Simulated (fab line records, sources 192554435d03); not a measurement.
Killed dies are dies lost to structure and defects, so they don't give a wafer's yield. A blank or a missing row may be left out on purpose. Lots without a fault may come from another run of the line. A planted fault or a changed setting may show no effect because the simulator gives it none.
Split-lot experiment | flow n5_finfet | 7 lots, 21 wafers read, on a route of 1938 steps

THE SPLIT
At N5_BEOL_M5_ETCH_68 (etches SOC in N2/H2, target depth 80 nm, overetch 16 nm, time 120 s), the setting time_s was moved away from the recipe's 120 s on 6 of the 21 wafers read, by -11.6% to +17.5%. The other wafers ran this setting at the recipe's value.

The reading is taken at the split's own step.

THE READING
SiARC_of_BEOL_M5_COAT_66.thk_nm (the simulator's own value, which no gauge read), in nm, at N5_BEOL_M5_ETCH_68 (etches SOC in N2/H2, target depth 80 nm, overetch 16 nm, time 120 s). The file gives no usual value for it. The 15 wafers here that ran the recipe average 6.4 nm, standard deviation 0.13 nm.

wafer  | tool, chamber at the split | time_s as run, s | against the recipe | SiARC_of_BEOL_M5_COAT_66.thk_nm, nm | against lot-mates on the recipe
L075.4 | rie_diel-04, 2,1,2         | 120              | recipe             | 6.4                                 | -
L075.5 | rie_diel-04, 2,1,2         | 120              | recipe             | 6.4                                 | -
L075.6 | rie_diel-04, 2,1,2         | 120              | recipe             | 6.4                                 | -
L077.1 | rie_diel-01, 3             | 120              | recipe             | 6.2                                 | -
L077.2 | rie_diel-01, 2             | 112.9            | -5.9%              | 6.6                                 | +0.3
L077.5 | rie_diel-01, 1             | 120              | recipe             | 6.4                                 | -
L078.1 | rie_diel-01, 3             | 120              | recipe             | 6.2                                 | -
L078.4 | rie_diel-01, 2             | 141              | +17.5%             | 5.4                                 | -0.9
L078.5 | rie_diel-01, 1             | 120              | recipe             | 6.4                                 | -
L076.1 | rie_diel-01, 0             | 120              | recipe             | 6.4                                 | -
L076.3 | rie_diel-01, 1,0           | 120              | recipe             | 6.6                                 | -
L076.6 | rie_diel-01, 1,0           | 120              | recipe             | 6.6                                 | -
L092.3 | rie_diel-06, 3             | 120              | recipe             | 6.4                                 | -
L092.4 | rie_diel-06, 0             | 106.1            | -11.6%             | 7                                   | +0.7
L092.5 | rie_diel-06, 2             | 120              | recipe             | 6.2                                 | -
L095.3 | rie_diel-01, 0             | 113.1            | -5.8%              | 6.8                                 | +0.6
L095.4 | rie_diel-01, 3             | 120              | recipe             | 6.2                                 | -
L095.5 | rie_diel-01, 3             | 120              | recipe             | 6.2                                 | -
L096.1 | rie_diel-01, 0,1           | 130.3            | +8.6%              | 6                                   | -0.4
L096.4 | rie_diel-01, 0,1           | 130.3            | +8.6%              | 6                                   | -0.4
L096.2 | rie_diel-01, 3             | 120              | recipe             | 6.4                                 | -
Where a row lists several chambers, the file gives one row for several wafers and doesn't say which wafer went through which chamber.

THE FIT
A straight line over all 21 wafers: SiARC_of_BEOL_M5_COAT_66.thk_nm changes by -0.0526 nm for each +1% of time_s; r = -0.93; the points scatter about the line by 0.12 nm.
The same after taking each lot's own level away (the mean of its wafers on the recipe; 21 wafers): -0.0553 nm for each +1%; r = -0.96; scatter 0.095 nm.
On that fit, the largest move of time_s shifts the reading by 0.97 nm.
The lots' own levels span 6.20 to 6.53 nm, that is 2.6 times the standard deviation above.
So the lot-to-lot level changes the slope little: the two slopes agree.
Check: with one of the wafers moved furthest among these (+17.5%) left out of the fit, the line predicts -0.982 nm for it against its lot-mates. It came out at -0.9 nm against them.

THE FILE'S OWN FIT
SiARC_of_BEOL_M5_COAT_66.thk_nm changes by -0.0559 nm for each +1% of time_s, r = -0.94.
